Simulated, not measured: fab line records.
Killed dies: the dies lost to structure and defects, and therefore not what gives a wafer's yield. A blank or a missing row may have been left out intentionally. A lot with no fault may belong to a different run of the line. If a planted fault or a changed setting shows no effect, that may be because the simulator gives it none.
fab line records	flow n5Finfet
[record] lots = 4	wafers = 12	lastDay = 16
route steps=1938 shown BEOL_M4@1105 BEOL_M5@1112 PASSIVATION@1936
lots untouched by any fault: they come from a run of this same line in which no faults occurred
startH: hours from the record's opening day to when the first of the lot's shown wafers began	waitH: hours elapsed since this lot's preceding step	" as in the row above	L1.1+2: several wafers, shown together as one row	- either no value or no given start	* or withheld: withheld	< > ~ a bound
route shown NAME@n: names a module that has steps shown in the file, with the first one's number in the route	usual: mean/standard deviation taken from wafers without a fault	same: alike in all rows	chamber/n: place in a boat	sites: readings site by site	_std_site: the standard deviation of these	_edge_site: mean of outer sites minus mean of inner sites	radiusMm: how far each site lies from the wafer's centre	mask NAME#n: copy n	behind: the last tool/chamber to shape the wafer	hold: why the lot was held/for how many hours/how that ended	device: whichever transistor did not switch (one of n, p or np)	end of line: the tests these same wafers got at the end of their route	a step given without rows: its recipe and nothing more	killed: at the first sort, the dies lost to defects and structure; wafer yield is something else	map: dies across one wafer; x = killed, . = not, _ = none there
set.NAME: the setting as run; set.NAME@STEP: as run at that earlier step	model.NAME: the simulator's own value behind a step, which no gauge read
lots at selected steps of the route; one table per step, one row per wafer
services: when a tool's chamber went out of use (startH, in hours from the record's first day, below 0 if earlier), for how many hours, and the reason
[[steps]]
[step N5_BEOL_M4_PRE_CLEAN_60]
[recipe] gas = NH3/H2	timeS = 15	tempC = *	rfPowerW = 300
[step N5_BEOL_M4_CO_CAP_55]
[recipe] material = Co	targetThkA = 20	tempC = 200	precursor = CCTBA/H2	pressureTorr = 30	timeS = 102.1
[step N5_BEOL_M4_PRE_CLEAN_56]
[recipe] gas = NH3	timeS = 15	tempC = withheld	rfPowerW = 300
[step N5_BEOL_M4_DEP_57]
[recipe] material = SiCN	targetThkA = 80	tempC = withheld	precursor = 3MS/NH3	pressureTorr = 3	rfW = 202	timeS = 14
[step N5_BEOL_M5_ILD_DEP_00]
[recipe] material = SiCOH_lowk	targetThkA = 1406.4	tempC = 300	precursor = DEMS/porogen	pressureTorr = 5	rfW = 500	timeS = 25.9
[step N5_BEOL_M5_CURE_79]
[recipe] tempC = 385	timeS = 240	ambient = He/Ar	material = SiCOH_lowk
[step N5_BEOL_M5_PECVD_70]
[recipe] material = SiO2	targetThkA = 160	tempC = 400	precursor = TEOS/O2	pressureTorr = 5.5	rfW = 450	teosFlowSccm = 53.8	gas = O2	flowSccm = 3000	timeS = 18
[step N5_BEOL_M5_HM_DEP_02]
[recipe] material = TiN	targetThkA = 200	tempC = 25	chamberPressurePa = 0.49996
[step N5_BEOL_M5_COAT_59]
[recipe] resist = SOC	tempC = 250	timeS = 60	spinRpm = 1500	resistThkNm = 60
[usual] exhaustPa = 45.0/0.95	spinSpeedRpm = 1500.0/0.97
lot.wafer	tool	chamber	startH	waitH	exhaustPa	spinSpeedRpm	model.SOC_of_BEOL_M5_COAT_59.thkNm
L942.1	lithoTrack-01	0	230.98	0.1	44.7	1501.9	59.8
L942.2	"	0	"	"	44.4	1501.5	60
L942.6	"	0	"	"	44.4	1499.6	59.8
L945.2	lithoTrack-01	0	258.42	0.1	44.8	1076.9	70.8
L945.3	"	0	"	"	46.1	1077.4	70.8
L945.6	"	0	"	"	44.0	1078.0	71
L948.1	lithoTrack-05	0	265.92	0.1	42.9	1501.1	60
L948.2	"	0	"	"	43.4	1502.1	59.8
L948.4	"	0	"	"	43.8	1498.5	59.8
L947.1	lithoTrack-01	0	266.96	0.1	45.9	1076.3	70.6
L947.3	"	0	"	"	45.4	1075.7	70.4
L947.5	"	0	"	"	45.2	1076.1	70.4
[step N5_BEOL_M5_COAT_60]
[recipe] resist = SiARC	tempC = 220	timeS = 60	spinRpm = 1500	resistThkNm = 12
[step N5_BEOL_M5_COAT_71]
[recipe] resist = underlayer	tempC = 205	timeS = 60	spinRpm = 1500	resistThkNm = 5
[step N5_BEOL_M5_COAT_05]
[recipe] resist = CAR-EUV	spinRpm = 1500	resistThkNm = 30
[step N5_BEOL_M5_EBR_07]
[recipe] solvent = PGMEA	ebrWidthMm = 1.5
[step N5_BEOL_M5_SOFTBAKE_06]
[recipe] tempC = 110	timeS = 60	resist = CAR-EUV
[step N5_BEOL_M5_EXPOSE_08]
[recipe] maskId = M5	na = 0.33	sourceShape = annular	sigmaInner = 0.4	sigmaOuter = 0.8	polarization = unpolarized	targetCdNm = 28	doseMj = 35.75
[step N5_BEOL_M5_PEB_09]
[recipe] pebTempC = 100	pebTimeS = 60	resist = CAR-EUV
[step N5_BEOL_M5_DEVELOP_10]
[recipe] developTimeS = 30	developer = TMAH	resist = CAR-EUV	rinseLiquid = surfactantRinse	dry = airSpin	devTempC = 23
[step N5_BEOL_M5_DESCUM_16]
[recipe] chemistry = O2	timeS = 7	sourcePowerW = 50	biasPowerW = 20	pressureMtorr = 20	rfFrequencyHz = 2.712e+07	tempC = 40	resist = CAR-EUV	o2FlowSccm = 225
[step N5_BEOL_M5_ETCH_72]
[recipe] chemistry = N2/H2	target = underlayer	targetDepthA = 65	maskMaterial = CAR-EUV	timeS = 5.2	ionEnergyEv = 200	pressureMtorr = 30	sourceW = 840	biasW = 150	n2FlowSccm = 200	h2FlowSccm = 200	ends = cleared
[step N5_BEOL_M5_ETCH_61]
[recipe] chemistry = CF4	target = SiARC	targetDepthA = 156	maskMaterial = CAR-EUV	timeS = 26	ionEnergyEv = 80	pressureMtorr = 40	sourceW = 545	biasW = 36	Ar_flow_sccm = 100	cf4FlowSccm = 100	ends = cleared
[step N5_BEOL_M5_ETCH_62]
[recipe] chemistry = N2/H2	target = SOC	targetDepthA = 750	overetchA = 150	maskMaterial = SiARC	tempC = 40	timeS = 112.5	ionEnergyEv = 200	pressureMtorr = 30	sourceW = 840	biasW = 150	n2FlowSccm = 200	h2FlowSccm = 200
[usual] biasW = 149.9/0.45	drypumpMotorCurrentA = 5.7/0.55	oesProductAu = 0.62/0.05	rfVppV = 523.7/1.8	showerheadPlenumPTorr = 2.54/0.054	throttleValvePct = 17.77/0.23
lot.wafer	tool	chamber	startH	waitH	biasW	drypumpMotorCurrentA	oesProductAu	rfHoursCounterH	rfVppV	showerheadPlenumPTorr	throttleValvePct	model.etch.depthNm
L942.1	rieDiel-03	1	231.67	0.0	150.4	4.8	0.69	31	525.4	2.60	17.63	59.86
L942.2	"	0	"	"	150.0	5.3	0.65	93	523.4	2.47	17.83	60.07
L942.6	"	0	"	"	149.8	5.3	0.65	-	521.8	2.47	17.82	59.86
L945.2	rieDiel-05	0	259.01	0.0	149.3	5.9	0.61	247	523.4	2.50	17.98	70.85
L945.3	"	3	"	"	150.1	6.4	0.69	107	520.7	2.47	18.20	70.73
L945.6	"	3	"	"	150.6	6.4	0.69	-	519.0	2.47	18.18	70.96
L948.1	rieDiel-05	0	266.39	0.0	149.8	5.8	0.56	249	522.8	2.50	17.96	59.94
L948.2	"	3	"	"	149.4	6.4	0.63	110	521.8	2.47	18.18	59.82
L948.4	"	1	"	"	149.2	5.7	0.56	189	527.4	2.61	17.60	59.86
L947.1	rieDiel-05	2	267.55	0.0	149.9	5.9	0.68	128	522.9	2.53	17.49	70.63
L947.3	"	0	"	"	149.6	5.8	0.61	249	522.1	2.50	17.97	70.43
L947.5	"	0	"	"	149.8	5.8	0.60	-	523.6	2.49	17.98	70.46
[step N5_BEOL_M5_STRIP_63]
[recipe] chemistry = N2/H2	tempC = 40	n2FlowSccm = 200	h2FlowSccm = 200	rfFrequencyHz = 6e+07
[step N5_BEOL_M5_STRIP_73]
[recipe] chemistry = N2/H2	tempC = 40	n2FlowSccm = 200	h2FlowSccm = 200	rfFrequencyHz = 6e+07
[step N5_BEOL_M5_STRIP_64]
[recipe] chemistry = CF4	resist = SiARC	powerW = 300	biasPowerW = 75	pressureMtorr = 50	cf4FlowSccm = 150	rfFrequencyHz = 6e+07
[step N5_BEOL_M5_HM_OPEN_17]
[recipe] chemistry = Cl2/BCl3	targetDepthA = 200	overetchA = 60	target = TiN	maskMaterial = SOC	ionEnergyEv = 150	pressureMtorr = 10	icpW = 1000	biasW = 126	Cl2_flow_sccm = 53.25	bcl3FlowSccm = 21.75	Ar_flow_sccm = 25
[usual] biasW = 126.0/0.37	drypumpMotorCurrentA = 5.6/0.38	oesProductAu = 0.74/0.037	throttleValvePct = 22.26/0.18
lot.wafer	tool	chamber	startH	waitH	biasW	drypumpMotorCurrentA	oesProductAu	rfHoursCounterH	throttleValvePct	model.SOC_of_BEOL_M5_COAT_59.thkNm
L942.1	rieMetal-02	0	231.84	0.0	125.8	5.4	0.73	13	22.21	51.8
L942.2	"	1	"	"	125.9	5.6	0.64	45	22.11	51.6
L942.6	"	0	"	"	125.7	5.4	0.72	-	22.24	51.8
L945.2	rieMetal-02	0	259.18	0.0	125.6	5.4	0.72	15	22.23	62.8
L945.3	"	1	"	"	126.2	5.6	0.63	-	22.15	62.4
L945.6	"	0	"	"	125.9	5.4	0.71	-	22.26	63
L948.1	rieMetal-03	1	266.56	0.0	126.0	5.6	0.73	20	22.53	52
L948.2	"	0	"	"	126.0	5.2	0.77	6	22.15	52
L948.4	"	1	"	"	126.4	5.6	0.73	-	22.52	51.8
L947.1	rieMetal-02	1	267.72	0.0	125.8	5.6	0.64	49	22.13	62.4
L947.3	"	1	"	"	126.5	5.6	0.65	-	22.11	62.2
L947.5	"	0	"	"	125.7	5.4	0.72	-	22.23	62.4
[step N5_BEOL_M5_STRIP_19]
[recipe] chemistry = O2	powerW = 400	tempC = 40	pressureMtorr = 30	rfFrequencyHz = 6e+07	biasPowerW = 0	overashFraction = 0.2	o2FlowSccm = 225
[step N5_PASSIVATION_PROBE_49]
[usual] defectLimitedYield = 91.4/1.6	killed_at_M0_to_M3 = 35/10	killed_at_M4_up = 12/4.7	killedAtContacts = 12/5.8	killedAtFrontEnd = 38/12	killedAtOther = 4/3.2	killedDies = 102/18	killedOpen = 68/14	killedShort = 32/8	sort_bin_5_function = 5.1/0.96	sort_bin_6_memory = 3.2/0.77	sortNPass = 1078/20	sortYieldPct = 91.3/1.7
[same] grossDies = 1180	killedAtBackSide = 0	sort_bin_4_leakage[%] = 0	sort_bin_8_speed[%] = 0
lot.wafer	tool	chamber	startH	waitH	defectLimitedYield[%]	killed_at_M0_to_M3	killed_at_M4_up	killedAtContacts	killedAtFrontEnd	killedAtOther	killedDies	killedOpen	killedShort	sort_bin_5_function[%]	sort_bin_6_memory[%]	sortNPass	sortYieldPct[%]
L942.1	prober-02	-	336.95	0.0	91.3	42	8	24	25	4	103	77	26	5.6	2.8	1077	91.3
L942.2	prober-02	-	337.00	0.1	92.0	34	16	10	31	3	94	63	31	4.7	3.0	1086	92.0
L942.6	prober-02	-	337.20	0.3	89.8	44	20	10	42	4	120	92	28	5.9	4.1	1060	89.8
L945.2	prober-01	-	359.80	0.5	91.0	41	17	6	40	2	106	73	33	5.9	2.8	1074	91.0
L945.3	prober-01	-	359.85	0.6	90.9	43	7	9	43	5	107	73	34	4.5	4.0	1073	90.9
L945.6	prober-01	-	360.00	0.7	91.4	37	11	10	37	6	101	69	32	5.1	3.3	1079	91.4
L948.2	prober-02	-	370.31	0.1	91.0	30	14	21	35	6	106	77	29	5.2	3.7	1074	91.0
L948.4	prober-02	-	370.41	0.2	91.6	41	7	13	36	2	99	70	29	4.8	3.6	1081	91.6
// killed by level:class
L942.1 MOL_CONTACT_COAG:geometricParticle:open=20 BEOL_M1:geometricParticle:open=13 BEOL_M0_SAQP:geometricParticle:short=10 BEOL_M0_SAQP:geometricParticle:open=10 FIN_SAQP:geometricParticle:open=7 ILD0:geometricParticle:open=5 MOL_CONTACT_COAG:geometricParticle:short=4 BEOL_M3:geometricParticle:open=4
L942.2 MOL_CONTACT_COAG:geometricParticle:open=10 BEOL_M0_SAQP:geometricParticle:short=9 BEOL_M1:geometricParticle:open=9 BEOL_M4:geometricParticle:open=8 DUMMY_GATE:geometricParticle:open=7 BEOL_M0_SAQP:geometricParticle:open=7 STI_FIN_REVEAL:geometricParticle:open=5 BEOL_M3:geometricParticle:open=4
L942.6 BEOL_M4:geometricParticle:open=14 DUMMY_GATE:geometricParticle:open=11 BEOL_M1:geometricParticle:open=11 MOL_CONTACT_COAG:geometricParticle:open=10 BEOL_M0_SAQP:geometricParticle:short=8 BEOL_M0_SAQP:geometricParticle:open=8 BEOL_M3:geometricParticle:open=7 STARTING-WAFER:geometricParticle:open=7
L945.2 FIN_SAQP:geometricParticle:open=15 BEOL_M0_SAQP:geometricParticle:short=15 BEOL_M4:geometricParticle:open=12 BEOL_M0_SAQP:geometricParticle:open=10 STARTING-WAFER:geometricParticle:open=6 BEOL_M1:geometricParticle:open=6 FIN_SAQP:geometricParticle:short=5 STI_FIN_REVEAL:geometricParticle:open=5
L945.3 BEOL_M0_SAQP:geometricParticle:open=19 BEOL_M0_SAQP:geometricParticle:short=16 FIN_SAQP:geometricParticle:open=9 MOL_CONTACT_COAG:geometricParticle:open=9 STI_FIN_REVEAL:geometricParticle:open=7 DUMMY_GATE:geometricParticle:open=6 GATE_CUT:geometricParticle:short=4 STARTING-WAFER:geometricParticle:short=4
L945.6 STI_FIN_REVEAL:geometricParticle:open=14 BEOL_M0_SAQP:geometricParticle:open=10 MOL_CONTACT_COAG:geometricParticle:open=7 BEOL_M0_SAQP:geometricParticle:short=7 DUMMY_GATE:geometricParticle:open=5 BEOL_M1:geometricParticle:open=5 BEOL_M3:geometricParticle:open=5 BEOL_M5:geometricParticle:open=5
L948.2 MOL_CONTACT_COAG:geometricParticle:open=17 FIN_SAQP:geometricParticle:open=9 BEOL_M4:geometricParticle:open=9 STI_FIN_REVEAL:geometricParticle:open=7 BEOL_M0_SAQP:geometricParticle:open=7 BEOL_M3:geometricParticle:open=6 FIN_SAQP:geometricParticle:short=5 DUMMY_GATE:geometricParticle:open=4
L948.4 MOL_CONTACT_COAG:geometricParticle:open=13 FIN_SAQP:geometricParticle:open=11 BEOL_M0_SAQP:geometricParticle:open=9 BEOL_M3:geometricParticle:open=8 FIN_SAQP:geometricParticle:short=7 BEOL_M0_SAQP:geometricParticle:short=7 BEOL_M1:geometricParticle:open=7 BEOL_M2:geometricParticle:open=6
[[services]]
tool	chamber	startH	hours	kind
rieMetal-02	0	216.12	14.3	repair
rieMetal-02	1	247.14	1.0	repair
rieDiel-03	2	261.75	-	clean
rieDiel-03	2	261.75	-	consumableReplace:focusRing
rieDiel-03	2	261.75	24.2	scheduledDown
rieDiel-03	2	261.75	24.2	ventCycle
[[key]]
[firstSign] step = N5_BEOL_M5_COAT_59	reading = spinSpeedRpm	direction = down	sigmas = 99+	usual = *	struck = *
effect none on later readings
[modelEffect] step = N5_BEOL_M5_COAT_59	value = SOC_of_BEOL_M5_COAT_59.thkNm	without = 59.87	struck = 70.67
[modelEffect] step = N5_BEOL_M5_ETCH_62	value = etch.depthNm	without = 59.88	struck = 70.68
[modelEffect] step = N5_BEOL_M5_HM_OPEN_17	value = SOC_of_BEOL_M5_COAT_59.thkNm	without = 51.77	struck = 62.53
metAt N5_BEOL_M5_COAT_59
struckWafers L945.2,L945.3,L945.6,L947.1,L947.3,L947.5
onsetBetween 230.98 258.42
[fault] kind = processParameterDrift	tool = lithoTrack-01	chamber = -	onsetH = 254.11	steps = N5_BEOL_M5_COAT_59	channel = spinRpm	offset = *	shape = step	endH = 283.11	actsIn = *	stated = *
